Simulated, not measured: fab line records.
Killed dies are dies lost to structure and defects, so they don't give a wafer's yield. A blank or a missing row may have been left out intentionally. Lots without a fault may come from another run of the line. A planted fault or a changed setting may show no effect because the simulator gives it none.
Chamber matching / flow n5Finfet / N5_BEOL_M6_ALD_77 on aldMetal-01: 4 sister chambers
The step deposits TaN, target thk 2 nm, pulse time 2 s, purge time 3 s. 8 wafers are shown with their chamber, then 9 later ones without.

WAFERS WITH THEIR CHAMBER
wafer=L087.2; chamber=1; heaterPowerW (W)=325
wafer=L087.3; chamber=0; heaterPowerW (W)=456
wafer=L086.3; chamber=2; heaterPowerW (W)=411
wafer=L086.4; chamber=1; heaterPowerW (W)=335
wafer=L086.6; chamber=0; heaterPowerW (W)=455
wafer=L091.2; chamber=2; heaterPowerW (W)=407
wafer=L091.4; chamber=3; heaterPowerW (W)=429
wafer=L091.6; chamber=3; heaterPowerW (W)=420

WAFERS WITHOUT THEIR CHAMBER
wafer=L093.1; heaterPowerW (W)=413
wafer=L093.5; heaterPowerW (W)=328
wafer=L093.6; heaterPowerW (W)=451
wafer=L094.2; heaterPowerW (W)=423
wafer=L094.3; heaterPowerW (W)=326
wafer=L094.6; heaterPowerW (W)=453
wafer=L096.1; heaterPowerW (W)=435
wafer=L096.3; heaterPowerW (W)=326
wafer=L096.5; heaterPowerW (W)=427

EACH ONE'S CHAMBER
wafer=L093.1; from the rows above=can't be placed: 2 or 3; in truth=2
wafer=L093.5; from the rows above=1; in truth=1
wafer=L093.6; from the rows above=0; in truth=0
wafer=L094.2; from the rows above=3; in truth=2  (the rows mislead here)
wafer=L094.3; from the rows above=1; in truth=1
wafer=L094.6; from the rows above=0; in truth=0
wafer=L096.1; from the rows above=3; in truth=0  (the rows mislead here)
wafer=L096.3; from the rows above=1; in truth=1
wafer=L096.5; from the rows above=3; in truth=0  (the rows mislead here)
Correct placement for 5 of the 9. Not placeable from these rows: 1 (in 1, the candidates include the true chamber). Number placed wrongly: 3.
How it was worked out, from the rows above alone: a wafer's distance from a chamber is the root of the sum, over the readings, of the square of ((its reading less the chamber's mean) divided by the reading's scatter). If the next closest chamber is less than 2 further off than the closest, the wafer can't be placed; otherwise it belongs to the closest. Each chamber's mean is taken over the wafers shown for it. The scatter: the root of (the sum of the squares of (reading less its chamber's mean) over the shown wafers, divided by (wafers less chambers)).
